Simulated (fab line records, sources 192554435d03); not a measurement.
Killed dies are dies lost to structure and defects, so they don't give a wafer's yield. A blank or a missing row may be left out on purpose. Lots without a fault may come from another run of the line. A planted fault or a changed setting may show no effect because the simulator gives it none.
Chamber matching | flow n5_finfet | N5_BEOL_M0_STRIP_142 on rie_diel-04: 4 sister chambers
The step strips in N2/H2, time 10 s. 8 wafers are shown with their chamber, then 11 later ones without.

WAFERS WITH THEIR CHAMBER
wafer  | chamber | showerhead_plenum_p_Torr (Torr) | throttle_valve_pct (%)
L081.3 | 1       | 2.47                            | 23.6
L083.5 | 2       | 2.62                            | 24.0
L084.2 | 1       | 2.47                            | 23.6
L084.4 | 3       | 2.51                            | 24.2
L086.2 | 2       | 2.61                            | 24.0
L086.3 | 0       | 2.60                            | 23.1
L086.4 | 3       | 2.51                            | 24.2
L088.2 | 0       | 2.59                            | 23.2

WAFERS WITHOUT THEIR CHAMBER
wafer  | showerhead_plenum_p_Torr (Torr) | throttle_valve_pct (%)
L088.4 | 2.61                            | 24.0
L088.6 | 2.51                            | 24.2
L090.4 | 2.61                            | 24.0
L090.5 | 2.61                            | 24.0
L090.6 | 2.46                            | 23.6
L092.1 | 2.50                            | 24.2
L092.2 | 2.46                            | 23.6
L092.4 | 2.59                            | 23.2
L096.1 | 2.61                            | 23.8
L096.2 | 2.59                            | 23.2
L096.3 | 2.50                            | 24.1

WHICH CHAMBER EACH WENT THROUGH
wafer  | from the rows above | in truth
L088.4 | 2                   | 2
L088.6 | 3                   | 3
L090.4 | 2                   | 2
L090.5 | 2                   | 2
L090.6 | 1                   | 1
L092.1 | 3                   | 3
L092.2 | 1                   | 1
L092.4 | 0                   | 0
L096.1 | 2                   | 2
L096.2 | 0                   | 0
L096.3 | 3                   | 3
Placed correctly: 11 of 11. Can't be placed from these rows: 0. Placed wrongly: 0.
How it was worked out, from the rows above alone: a wafer's distance from a chamber is the root of the sum, over the readings, of the square of ((its reading less the chamber's mean) divided by the reading's scatter). The wafer belongs to the nearest chamber; if the next one is less than 2 further off, it can't be placed. A chamber's mean is the mean of its shown wafers. The scatter: the root of (the sum of the squares of (reading less its chamber's mean) over the shown wafers, divided by (wafers less chambers)).
